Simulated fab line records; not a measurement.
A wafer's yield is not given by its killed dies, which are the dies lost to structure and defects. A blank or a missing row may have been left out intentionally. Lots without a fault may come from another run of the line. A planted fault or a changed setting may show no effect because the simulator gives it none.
Which tool did it? || flow n5-finfet || 8 lots, 24 wafers sampled, at 7 steps of a route of 1938

## WHAT THE GAUGES SHOWED, per wafer
N5_MOL_CONTACT_COAG_CD_MEAS_08 targets a cd of 28 nm.
{"lot": "L401", "measured": "day 5 16:31", "on": "cd-sem-02", "cd-nm (nm)": "27.69 27.50 27.64"}
{"lot": "L405", "measured": "day 6 16:01", "on": "cd-sem-01", "cd-nm (nm)": "28.04 28.33 28.04"}
{"lot": "L406", "measured": "day 6 23:19", "on": "cd-sem-03", "cd-nm (nm)": "28.02 28.25 28.06"}
{"lot": "L412", "measured": "day 8 11:17", "on": "cd-sem-02", "cd-nm (nm)": "25.37 25.56 25.67"}
{"lot": "L413", "measured": "day 8 18:44", "on": "cd-sem-03", "cd-nm (nm)": "25.80 26.28 26.53"}
{"lot": "L415", "measured": "day 9 05:02", "on": "cd-sem-02", "cd-nm (nm)": "28.22 28.47 28.53"}
{"lot": "L416", "measured": "day 9 09:40", "on": "cd-sem-01", "cd-nm (nm)": "28.01 28.01 28.31"}
{"lot": "L420", "measured": "day 10 08:21", "on": "cd-sem-02", "cd-nm (nm)": "28.07 28.24 28.29"}

N5_MOL_CONTACT_COAG_CD_MEAS_99 targets a cd of 17.2 nm.
{"lot": "L401", "measured": "day 5 17:08", "on": "cd-sem-01", "cd-nm (nm)": "16.8 17.4 16.6"}
{"lot": "L405", "measured": "day 6 16:32", "on": "cd-sem-01", "cd-nm (nm)": "18.3 17.6 17.6"}
{"lot": "L406", "measured": "day 6 23:52", "on": "cd-sem-01", "cd-nm (nm)": "17.3 17.3 16.6"}
{"lot": "L412", "measured": "day 8 11:49", "on": "cd-sem-02", "cd-nm (nm)": "14.5 14.4 14.2"}
{"lot": "L413", "measured": "day 8 19:16", "on": "cd-sem-01", "cd-nm (nm)": "15.0 16.2 15.8"}
{"lot": "L415", "measured": "day 9 05:46", "on": "cd-sem-01", "cd-nm (nm)": "17.1 17.9 17.9"}
{"lot": "L416", "measured": "day 9 10:11", "on": "cd-sem-01", "cd-nm (nm)": "17.3 16.5 16.7"}
{"lot": "L420", "measured": "day 10 08:55", "on": "cd-sem-02", "cd-nm (nm)": "17.4 17.6 17.0"}

N5_BEOL_M4_RC_MEAS_101.
{"lot": "L401", "measured": "day 9 12:59", "on": "prober-01", "DIBL_N (mV/V)": "37.3 36.3 36.6", "DIBL_P (mV/V)": "37.0 33.6 35.0", "IOFF_N (nA/um)": "0.16 0.15 0.14", "IOFF_P (nA/um)": "0.24 0.19 0.21", "ION_N (uA/um)": "672 658 661", "ION_P (uA/um)": "469 450 461", "RC_DENSE_N (ohm.um)": "19.0 18.2 18.9", "RC_DENSE_P (ohm.um)": "23.6 23.0 23.9", "RC_N (ohm.um)": "15.6 14.9 15.6", "RC_P (ohm.um)": "19.2 18.7 19.7", "SS_N (mV/dec)": "71.5 72.1 72.0", "SS_P (mV/dec)": "73.0 73.0 73.7", "VT_N (mV)": "253 252 251", "VT_P (mV)": "-246 -252 -251"}
{"lot": "L405", "measured": "day 9 13:34", "on": "prober-02", "DIBL_N (mV/V)": "36.2 39.5 36.9", "DIBL_P (mV/V)": "38.6 41.0 38.6", "IOFF_N (nA/um)": "0.18 0.23 0.18", "IOFF_P (nA/um)": "0.23 0.26 0.21", "ION_N (uA/um)": "695 689 679", "ION_P (uA/um)": "470 451 456", "RC_DENSE_N (ohm.um)": "17.8 18.6 18.4", "RC_DENSE_P (ohm.um)": "22.3 23.4 22.8", "RC_N (ohm.um)": "14.5 15.2 15.0", "RC_P (ohm.um)": "18.0 18.9 18.6", "SS_N (mV/dec)": "72.5 73.2 72.7", "SS_P (mV/dec)": "73.3 75.1 74.0", "VT_N (mV)": "245 245 248", "VT_P (mV)": "-250 -253 -254"}
{"lot": "L406", "measured": "day 10 04:37", "on": "prober-02", "DIBL_N (mV/V)": "37.3 40.0 34.2", "DIBL_P (mV/V)": "35.6 39.7 33.6", "IOFF_N (nA/um)": "0.15 0.20 0.11", "IOFF_P (nA/um)": "0.20 0.27 0.18", "ION_N (uA/um)": "661 683 652", "ION_P (uA/um)": "455 464 455", "RC_DENSE_N (ohm.um)": "18.4 18.8 19.5", "RC_DENSE_P (ohm.um)": "23.0 23.6 24.4", "RC_N (ohm.um)": "15.0 15.2 16.0", "RC_P (ohm.um)": "18.9 19.2 20.1", "SS_N (mV/dec)": "72.2 73.4 71.5", "SS_P (mV/dec)": "73.8 73.9 72.0", "VT_N (mV)": "252 248 255", "VT_P (mV)": "-250 -249 -252"}
{"lot": "L412", "measured": "day 11 16:10", "on": "prober-01", "DIBL_N (mV/V)": "38.7 38.1 36.4", "DIBL_P (mV/V)": "40.9 38.9 37.9", "IOFF_N (nA/um)": "0.24 0.21 0.17", "IOFF_P (nA/um)": "0.30 0.25 0.22", "ION_N (uA/um)": "684 664 678", "ION_P (uA/um)": "469 460 465", "RC_DENSE_N (ohm.um)": "24.8 24.3 25.0", "RC_DENSE_P (ohm.um)": "31.3 30.3 31.8", "RC_N (ohm.um)": "19.8 19.4 20.2", "RC_P (ohm.um)": "25.2 24.7 25.3", "SS_N (mV/dec)": "72.6 72.7 71.6", "SS_P (mV/dec)": "73.3 72.8 74.0", "VT_N (mV)": "244 247 251", "VT_P (mV)": "-245 -244 -247"}
{"lot": "L413", "measured": "day 12 00:19", "on": "prober-01", "DIBL_N (mV/V)": "35.3 35.6 34.8", "DIBL_P (mV/V)": "36.0 35.1 35.6", "IOFF_N (nA/um)": "0.14 0.14 0.13", "IOFF_P (nA/um)": "0.21 0.19 0.20", "ION_N (uA/um)": "670 665 662", "ION_P (uA/um)": "470 458 458", "RC_DENSE_N (ohm.um)": "22.5 20.7 21.4", "RC_DENSE_P (ohm.um)": "28.2 25.9 27.3", "RC_N (ohm.um)": "18.0 16.7 17.4", "RC_P (ohm.um)": "22.8 21.2 22.1", "SS_N (mV/dec)": "70.9 70.4 71.4", "SS_P (mV/dec)": "73.6 73.2 72.9", "VT_N (mV)": "251 252 254", "VT_P (mV)": "-248 -250 -251"}
{"lot": "L415", "measured": "day 12 23:16", "on": "prober-01", "DIBL_N (mV/V)": "35.1 38.3 37.1", "DIBL_P (mV/V)": "33.9 38.0 36.6", "IOFF_N (nA/um)": "0.13 0.18 0.16", "IOFF_P (nA/um)": "0.17 0.23 0.20", "ION_N (uA/um)": "674 693 674", "ION_P (uA/um)": "463 480 455", "RC_DENSE_N (ohm.um)": "19.5 18.9 18.5", "RC_DENSE_P (ohm.um)": "24.3 23.9 23.2", "RC_N (ohm.um)": "16.0 15.5 15.1", "RC_P (ohm.um)": "19.9 19.5 18.8", "SS_N (mV/dec)": "71.7 71.4 72.0", "SS_P (mV/dec)": "72.8 73.7 73.1", "VT_N (mV)": "254 250 251", "VT_P (mV)": "-256 -249 -253"}
{"lot": "L416", "measured": "day 12 12:03", "on": "prober-01", "DIBL_N (mV/V)": "36.3 33.1 34.3", "DIBL_P (mV/V)": "34.0 30.0 32.4", "IOFF_N (nA/um)": "0.16 0.10 0.12", "IOFF_P (nA/um)": "0.20 0.14 0.17", "ION_N (uA/um)": "682 656 669", "ION_P (uA/um)": "465 453 461", "RC_DENSE_N (ohm.um)": "18.6 19.5 19.3", "RC_DENSE_P (ohm.um)": "23.1 24.5 24.0", "RC_N (ohm.um)": "15.2 15.9 15.9", "RC_P (ohm.um)": "18.9 19.7 19.8", "SS_N (mV/dec)": "71.4 71.2 70.8", "SS_P (mV/dec)": "73.8 72.4 72.6", "VT_N (mV)": "250 254 252", "VT_P (mV)": "-250 -253 -255"}
{"lot": "L420", "measured": "day 14 01:53", "on": "prober-02", "DIBL_N (mV/V)": "34.6 36.8 36.9", "DIBL_P (mV/V)": "33.6 35.7 35.7", "IOFF_N (nA/um)": "0.13 0.17 0.16", "IOFF_P (nA/um)": "0.20 0.23 0.23", "ION_N (uA/um)": "674 690 682", "ION_P (uA/um)": "473 475 473", "RC_DENSE_N (ohm.um)": "19.2 18.8 19.5", "RC_DENSE_P (ohm.um)": "23.5 23.6 24.3", "RC_N (ohm.um)": "15.6 15.4 15.6", "RC_P (ohm.um)": "19.2 19.0 19.7", "SS_N (mV/dec)": "70.6 71.4 71.3", "SS_P (mV/dec)": "72.7 73.0 72.5", "VT_N (mV)": "250 249 253", "VT_P (mV)": "-251 -247 -247"}

## TOOL THAT RAN EACH LOT (tool first, then ch and the chambers of the sampled wafers, then the start)
{"lot": "L401", "N5_GATE_CUT_VAPOR_ETCH_48": "rie-metal-01 ch 0,1, day 5 13:13", "N5_MOL_CONTACT_COAG_EXPOSE_05": "euv-scanner-02 ch 0, day 5 16:23", "N5_MOL_CONTACT_COAG_DESCUM_13": "rie-diel-05 ch 2,3, day 5 16:45", "N5_MOL_CONTACT_COAG_ETCH_59": "rie-diel-05 ch 2,3, day 5 16:47"}
{"lot": "L405", "N5_GATE_CUT_VAPOR_ETCH_48": "rie-metal-02 ch 0,1, day 6 12:56", "N5_MOL_CONTACT_COAG_EXPOSE_05": "euv-scanner-02 ch 0, day 6 15:54", "N5_MOL_CONTACT_COAG_DESCUM_13": "rie-diel-05 ch 0,2, day 6 16:08", "N5_MOL_CONTACT_COAG_ETCH_59": "rie-diel-05 ch 0,2, day 6 16:10"}
{"lot": "L406", "N5_GATE_CUT_VAPOR_ETCH_48": "rie-metal-01 ch 1, day 6 20:14", "N5_MOL_CONTACT_COAG_EXPOSE_05": "euv-scanner-02 ch 0, day 6 23:12", "N5_MOL_CONTACT_COAG_DESCUM_13": "rie-diel-05 ch 0,1,3, day 6 23:28", "N5_MOL_CONTACT_COAG_ETCH_59": "rie-diel-05 ch 0,1,3, day 6 23:30"}
{"lot": "L412", "N5_GATE_CUT_VAPOR_ETCH_48": "rie-metal-01 ch 0,1, day 8 08:11", "N5_MOL_CONTACT_COAG_EXPOSE_05": "euv-scanner-02 ch 0, day 8 11:10", "N5_MOL_CONTACT_COAG_DESCUM_13": "rie-diel-05 ch 1,2,3, day 8 11:25", "N5_MOL_CONTACT_COAG_ETCH_59": "rie-diel-05 ch 1,2,3, day 8 11:26"}
{"lot": "L413", "N5_GATE_CUT_VAPOR_ETCH_48": "rie-metal-01 ch 0,1, day 8 14:23", "N5_MOL_CONTACT_COAG_EXPOSE_05": "euv-scanner-02 ch 0, day 8 18:37", "N5_MOL_CONTACT_COAG_DESCUM_13": "rie-diel-06 ch 0,1, day 8 18:52", "N5_MOL_CONTACT_COAG_ETCH_59": "rie-diel-06 ch 0,1, day 8 18:54"}
{"lot": "L415", "N5_GATE_CUT_VAPOR_ETCH_48": "rie-metal-03 ch 0,1, day 9 01:56", "N5_MOL_CONTACT_COAG_EXPOSE_05": "euv-scanner-01 ch 0, day 9 04:55", "N5_MOL_CONTACT_COAG_DESCUM_13": "rie-diel-05 ch 0,1,2, day 9 05:22", "N5_MOL_CONTACT_COAG_ETCH_59": "rie-diel-05 ch 0,1,2, day 9 05:23"}
{"lot": "L416", "N5_GATE_CUT_VAPOR_ETCH_48": "rie-metal-02 ch 0,1, day 9 06:16", "N5_MOL_CONTACT_COAG_EXPOSE_05": "euv-scanner-01 ch 0, day 9 09:32", "N5_MOL_CONTACT_COAG_DESCUM_13": "rie-diel-04 ch 1,3, day 9 09:47", "N5_MOL_CONTACT_COAG_ETCH_59": "rie-diel-04 ch 1,3, day 9 09:49"}
{"lot": "L420", "N5_GATE_CUT_VAPOR_ETCH_48": "rie-metal-01 ch 0,1, day 10 05:08", "N5_MOL_CONTACT_COAG_EXPOSE_05": "euv-scanner-01 ch 0, day 10 08:14", "N5_MOL_CONTACT_COAG_DESCUM_13": "rie-diel-04 ch 0,2, day 10 08:31", "N5_MOL_CONTACT_COAG_ETCH_59": "rie-diel-04 ch 0,2, day 10 08:33"}
- N5_GATE_CUT_VAPOR_ETCH_48: etches TiN in BCl3/Cl2.
- N5_MOL_CONTACT_COAG_EXPOSE_05: exposes mask CA, defocus 0 nm.
- N5_MOL_CONTACT_COAG_DESCUM_13: chemistry O2, time 7 s.
- N5_MOL_CONTACT_COAG_ETCH_59: etches underlayer in N2/H2, target depth 13 nm, time 10.4 s.

## WHAT THE TOOLS THEMSELVES READ (means of the sampled wafers that have a number; where no wafer has one, the mark that the record gives instead)
N5_GATE_CUT_VAPOR_ETCH_48.
{"lot": "L401", "tool": "rie-metal-01", "drypump-motor-current-A (A)": 5.29, "oes-product-au (a.u.)": 0.88}
{"lot": "L405", "tool": "rie-metal-02", "drypump-motor-current-A (A)": 5.67, "oes-product-au (a.u.)": 0.89}
{"lot": "L406", "tool": "rie-metal-01", "drypump-motor-current-A (A)": 5.19, "oes-product-au (a.u.)": 0.83}
{"lot": "L412", "tool": "rie-metal-01", "drypump-motor-current-A (A)": 5.23, "oes-product-au (a.u.)": 0.83}
{"lot": "L413", "tool": "rie-metal-01", "drypump-motor-current-A (A)": 5.29, "oes-product-au (a.u.)": 0.86}
{"lot": "L415", "tool": "rie-metal-03", "drypump-motor-current-A (A)": 5.73, "oes-product-au (a.u.)": 0.79}
{"lot": "L416", "tool": "rie-metal-02", "drypump-motor-current-A (A)": 5.59, "oes-product-au (a.u.)": 0.81}
{"lot": "L420", "tool": "rie-metal-01", "drypump-motor-current-A (A)": 5.24, "oes-product-au (a.u.)": 0.82}

N5_MOL_CONTACT_COAG_EXPOSE_05.
{"lot": "L401", "tool": "euv-scanner-02", "exposure-dose-mJ-cm2": 38.03, "focus-offset-nm (nm)": 0.5}
{"lot": "L405", "tool": "euv-scanner-02", "exposure-dose-mJ-cm2": 38.07, "focus-offset-nm (nm)": 0.4}
{"lot": "L406", "tool": "euv-scanner-02", "exposure-dose-mJ-cm2": 38.00, "focus-offset-nm (nm)": 0.1}
{"lot": "L412", "tool": "euv-scanner-02", "exposure-dose-mJ-cm2": 34.36, "focus-offset-nm (nm)": -0.4}
{"lot": "L413", "tool": "euv-scanner-02", "exposure-dose-mJ-cm2": 35.09, "focus-offset-nm (nm)": -0.0}
{"lot": "L415", "tool": "euv-scanner-01", "exposure-dose-mJ-cm2": 38.14, "focus-offset-nm (nm)": -0.7}
{"lot": "L416", "tool": "euv-scanner-01", "exposure-dose-mJ-cm2": 38.16, "focus-offset-nm (nm)": -0.1}
{"lot": "L420", "tool": "euv-scanner-01", "exposure-dose-mJ-cm2": 38.13, "focus-offset-nm (nm)": 0.1}

N5_MOL_CONTACT_COAG_DESCUM_13.
{"lot": "L401", "tool": "rie-diel-05", "drypump-motor-current-A (A)": 5.8, "o2-flow-sccm (sccm)": 225.0, "oes-product-au (a.u.)": 0.79, "rf-vpp-V (V)": 243.6, "showerhead-plenum-p-Torr (Torr)": 2.10, "throttle-valve-pct (%)": 20.41}
{"lot": "L405", "tool": "rie-diel-05", "drypump-motor-current-A (A)": 6.2, "o2-flow-sccm (sccm)": 224.8, "oes-product-au (a.u.)": 0.79, "rf-vpp-V (V)": 243.2, "showerhead-plenum-p-Torr (Torr)": 2.10, "throttle-valve-pct (%)": 20.46}
{"lot": "L406", "tool": "rie-diel-05", "drypump-motor-current-A (A)": 5.8, "o2-flow-sccm (sccm)": 224.2, "oes-product-au (a.u.)": 0.75, "rf-vpp-V (V)": 242.2, "showerhead-plenum-p-Torr (Torr)": 2.06, "throttle-valve-pct (%)": 20.62}
{"lot": "L412", "tool": "rie-diel-05", "drypump-motor-current-A (A)": 6.0, "o2-flow-sccm (sccm)": 225.1, "oes-product-au (a.u.)": 0.77, "rf-vpp-V (V)": 242.8, "showerhead-plenum-p-Torr (Torr)": 2.05, "throttle-valve-pct (%)": 20.48}
{"lot": "L413", "tool": "rie-diel-06", "drypump-motor-current-A (A)": 6.1, "o2-flow-sccm (sccm)": 225.1, "oes-product-au (a.u.)": 0.69, "rf-vpp-V (V)": 242.5, "showerhead-plenum-p-Torr (Torr)": 2.01, "throttle-valve-pct (%)": 20.60}
{"lot": "L415", "tool": "rie-diel-05", "drypump-motor-current-A (A)": 6.1, "o2-flow-sccm (sccm)": 224.9, "oes-product-au (a.u.)": 0.75, "rf-vpp-V (V)": 243.3, "showerhead-plenum-p-Torr (Torr)": 2.05, "throttle-valve-pct (%)": 20.60}
{"lot": "L416", "tool": "rie-diel-04", "drypump-motor-current-A (A)": 5.2, "o2-flow-sccm (sccm)": 225.6, "oes-product-au (a.u.)": 0.77, "rf-vpp-V (V)": 242.5, "showerhead-plenum-p-Torr (Torr)": 2.05, "throttle-valve-pct (%)": 20.69}
{"lot": "L420", "tool": "rie-diel-04", "drypump-motor-current-A (A)": 5.3, "o2-flow-sccm (sccm)": 224.9, "oes-product-au (a.u.)": 0.70, "rf-vpp-V (V)": 244.9, "showerhead-plenum-p-Torr (Torr)": 2.17, "throttle-valve-pct (%)": 20.55}

N5_MOL_CONTACT_COAG_ETCH_59.
{"lot": "L401", "tool": "rie-diel-05", "drypump-motor-current-A (A)": 5.8, "etch-rf-on-time-s (s)": 9.95, "oes-product-au (a.u.)": 0.69, "rf-vpp-V (V)": 523.4, "showerhead-plenum-p-Torr (Torr)": 2.54, "throttle-valve-pct (%)": 17.68}
{"lot": "L405", "tool": "rie-diel-05", "drypump-motor-current-A (A)": 6.2, "etch-rf-on-time-s (s)": 10.31, "oes-product-au (a.u.)": 0.68, "rf-vpp-V (V)": 523.9, "showerhead-plenum-p-Torr (Torr)": 2.55, "throttle-valve-pct (%)": 17.92}
{"lot": "L406", "tool": "rie-diel-05", "drypump-motor-current-A (A)": 5.8, "etch-rf-on-time-s (s)": 10.04, "oes-product-au (a.u.)": 0.65, "rf-vpp-V (V)": 522.2, "showerhead-plenum-p-Torr (Torr)": 2.49, "throttle-valve-pct (%)": 18.01}
{"lot": "L412", "tool": "rie-diel-05", "drypump-motor-current-A (A)": 6.0, "etch-rf-on-time-s (s)": 10.06, "oes-product-au (a.u.)": 0.66, "rf-vpp-V (V)": 523.4, "showerhead-plenum-p-Torr (Torr)": 2.49, "throttle-valve-pct (%)": 17.87}
{"lot": "L413", "tool": "rie-diel-06", "drypump-motor-current-A (A)": 6.2, "etch-rf-on-time-s (s)": 10.58, "oes-product-au (a.u.)": 0.59, "rf-vpp-V (V)": 521.1, "showerhead-plenum-p-Torr (Torr)": 2.44, "throttle-valve-pct (%)": 18.11}
{"lot": "L415", "tool": "rie-diel-05", "drypump-motor-current-A (A)": 6.1, "etch-rf-on-time-s (s)": 10.24, "oes-product-au (a.u.)": 0.65, "rf-vpp-V (V)": 522.6, "showerhead-plenum-p-Torr (Torr)": 2.50, "throttle-valve-pct (%)": 18.08}
{"lot": "L416", "tool": "rie-diel-04", "drypump-motor-current-A (A)": 5.2, "etch-rf-on-time-s (s)": 10.04, "oes-product-au (a.u.)": 0.66, "rf-vpp-V (V)": 523.0, "showerhead-plenum-p-Torr (Torr)": 2.49, "throttle-valve-pct (%)": 18.11}
{"lot": "L420", "tool": "rie-diel-04", "drypump-motor-current-A (A)": 5.3, "etch-rf-on-time-s (s)": 10.70, "oes-product-au (a.u.)": 0.60, "rf-vpp-V (V)": 526.1, "showerhead-plenum-p-Torr (Torr)": 2.63, "throttle-valve-pct (%)": 18.01}

## THE ANSWER, worked out from the rows above alone
Rule: the usual values come from the lots themselves. Put in order of their means at a reading, lots are off if they are a third of the lots or fewer, leave a main group of 4 or more, and stand apart from it by a gap of 3 or more times the standard deviation of the main group's means; of several such gaps the widest counts. If all means in a main group match to the digits the tables above print for the reading, that group is not used. A lot without any number at a reading at which 4 lots or more have one is off too. Where the step has rows for the other lots, those lots are counted as sound. First the gauges in route order, then the tools' own readings, where a lot's mean is used as printed above. The first step at which some lot is off is used, and at that step the reading that is off furthest; a lot without a number counts as furthest.
Off: L412, L413, at N5_MOL_CONTACT_COAG_CD_MEAS_08 (cd-nm). Mean 28.10 nm and standard deviation 0.24 in the main group.
A tool fits if, at a process step before that reading, it ran every lot that is off, and no sound lot after the first of them. The gauges at N5_MOL_CONTACT_COAG_CD_MEAS_08 aren't tried: what is off there is off at N5_BEOL_M4_RC_MEAS_101 too, on other tools, and a gauge's error can't cause that. One fits: N5_MOL_CONTACT_COAG_EXPOSE_05 on euv-scanner-02. A fault onset in the window from L406 (day 6 23:12, its last sound lot) to L412 (day 8 11:10, its first lot off) fits.
On the lots that are off, the tool's own readings at N5_MOL_CONTACT_COAG_EXPOSE_05 differ by more than 5 times the standard deviation of the sound lots' means, which bears it out; exposure-dose-mJ-cm2 reads 34.73 there versus 38.09 on the sound lots.

## WHAT HAD BEEN PUT IN BY THE SIMULATOR
Drift in process parameters on euv-scanner-02 at N5_MOL_CONTACT_COAG_EXPOSE_05, starting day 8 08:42. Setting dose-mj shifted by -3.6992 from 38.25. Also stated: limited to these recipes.
Lots struck among those shown: L412, L413. This agrees with what the rule above found.
